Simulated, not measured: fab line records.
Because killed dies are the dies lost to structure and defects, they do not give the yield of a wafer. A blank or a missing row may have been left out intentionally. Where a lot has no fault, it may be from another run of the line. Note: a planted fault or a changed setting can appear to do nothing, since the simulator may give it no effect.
Matching of chambers    flow nandHarc    4 sister chambers for NHARC_THIN_TSV_ETCHBACK_48 on rieDiel-12
The step etches the open film in C4F8/Ar, target depth 1028.5 nm, time 405.17 s. 14 wafers are shown with their chamber, then 7 later ones without.

== EACH WAFER AND ITS CHAMBER ==
wafer   chamber  rfVppV (V)  rfFwdPowerW (W)  oesProductAu (a.u.)
L113.2  1        547.3       597.3            0.93
L113.4  1        548.1       600.3            0.92
L113.6  3        548.4       600.5            0.92
L116.3  1        548.4       597.6            0.93
L116.4  0        548.8       599.9            0.93
L116.6  0        548.0       597.7            0.93
L121.1  3        548.1       599.8            1.00
L121.5  2        545.2       600.8            1.01
L121.6  1        546.6       598.5            1.02
L129.2  0        549.5       598.0            0.94
L129.3  1        547.4       599.2            0.94
L129.5  2        544.3       600.3            0.93
L131.1  3        548.9       600.7            0.93
L131.3  1        547.6       598.9            0.94

SIGNATURES, as means of the wafers listed above
reading       chamber 0  chamber 1  chamber 2  chamber 3  scatter within a chamber
rfVppV        548.767    547.567    544.750    548.467    0.622
rfFwdPowerW   598.533    598.633    600.550    600.333    0.972
oesProductAu  0.9333     0.9467     0.9700     0.9500     0.0371
Rule: a wafer lies at a distance from a chamber equal to the root of the sum of squares, over the readings, of (its reading less the chamber's mean, divided by the reading's scatter). If the next closest chamber is less than 2 further off than the closest, the wafer can't be placed; otherwise it belongs to the closest. How the scatter is found: for the shown wafers, subtract from each reading the mean of its chamber, square and add these, divide the total by (wafers less chambers), then take the root.

== WAFERS WITH NO CHAMBER GIVEN ==
wafer   rfVppV (V)  rfFwdPowerW (W)  oesProductAu (a.u.)
L131.5  543.1       600.8            0.93
L130.1  547.1       600.4            0.93
L130.2  546.9       598.1            0.94
L130.4  548.8       600.1            0.93
L134.4  543.8       596.6            0.94
L134.5  546.4       600.8            0.92
L134.6  547.2       600.5            0.94

== WHICH CHAMBER EACH WENT THROUGH ==
wafer   from the rows above                in truth
L131.5  2                                  2
L130.1  can't be placed: 1 or 3 or 0 or 2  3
L130.2  can't be placed: 1 or 0            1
L130.4  can't be placed: 3 or 0 or 1       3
L134.4  can't be placed: 2 or 1            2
L134.5  can't be placed: 2 or 1 or 3 or 0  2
L134.6  can't be placed: 1 or 3 or 0       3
1 of 7 placed correctly. Unplaceable from these rows: 6, with the true chamber sitting among the candidates in 6. Wrongly placed: 0.
